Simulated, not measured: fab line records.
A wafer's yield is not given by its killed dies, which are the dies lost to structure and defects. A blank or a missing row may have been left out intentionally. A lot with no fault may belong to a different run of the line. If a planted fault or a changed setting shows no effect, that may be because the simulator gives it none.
Chamber matching / flow n5Finfet / 4 sister chambers for N5_BEOL_M0_STRIP_142 on rieDiel-01
The step strips in N2/H2, time 10 s. 4 wafers are shown with their chamber, then 10 later ones without.

## EACH WAFER AND ITS CHAMBER
wafer=L078.1; chamber=1; drypumpMotorCurrentA (A)=6.4
wafer=L081.3; chamber=2; drypumpMotorCurrentA (A)=6.3
wafer=L085.1; chamber=3; drypumpMotorCurrentA (A)=5.3
wafer=L085.2; chamber=0; drypumpMotorCurrentA (A)=5.8

## WAFERS WITHOUT THEIR CHAMBER
wafer=L085.3; drypumpMotorCurrentA (A)=6.4
wafer=L087.1; drypumpMotorCurrentA (A)=5.3
wafer=L087.3; drypumpMotorCurrentA (A)=6.4
wafer=L087.5; drypumpMotorCurrentA (A)=6.4
wafer=L091.1; drypumpMotorCurrentA (A)=5.3
wafer=L091.3; drypumpMotorCurrentA (A)=5.7
wafer=L091.5; drypumpMotorCurrentA (A)=6.2
wafer=L096.3; drypumpMotorCurrentA (A)=5.3
wafer=L096.4; drypumpMotorCurrentA (A)=6.3
wafer=L096.5; drypumpMotorCurrentA (A)=6.4

## THE CHAMBER EACH PASSED THROUGH
wafer=L085.3; from the rows above=1; in truth=1
wafer=L087.1; from the rows above=3; in truth=3
wafer=L087.3; from the rows above=1; in truth=1
wafer=L087.5; from the rows above=1; in truth=1
wafer=L091.1; from the rows above=3; in truth=3
wafer=L091.3; from the rows above=0; in truth=0
wafer=L091.5; from the rows above=2; in truth=2
wafer=L096.3; from the rows above=3; in truth=3
wafer=L096.4; from the rows above=2; in truth=2
wafer=L096.5; from the rows above=1; in truth=1
Placed correctly: 10 of 10. Number that these rows cannot place: 0. Number placed wrongly: 0.
How it was worked out, from the rows above alone: a wafer's distance from a chamber is the root of the sum, over the readings, of the square of ((its reading less the chamber's mean) divided by the reading's scatter). The wafer belongs to the nearest chamber; if the next one is less than 2 further off, it can't be placed. The mean given for a chamber averages the wafers shown for that chamber. The scatter (one wafer shown for each chamber): square how far every hidden wafer sits from the nearest shown wafer, average those squares and take the square root.
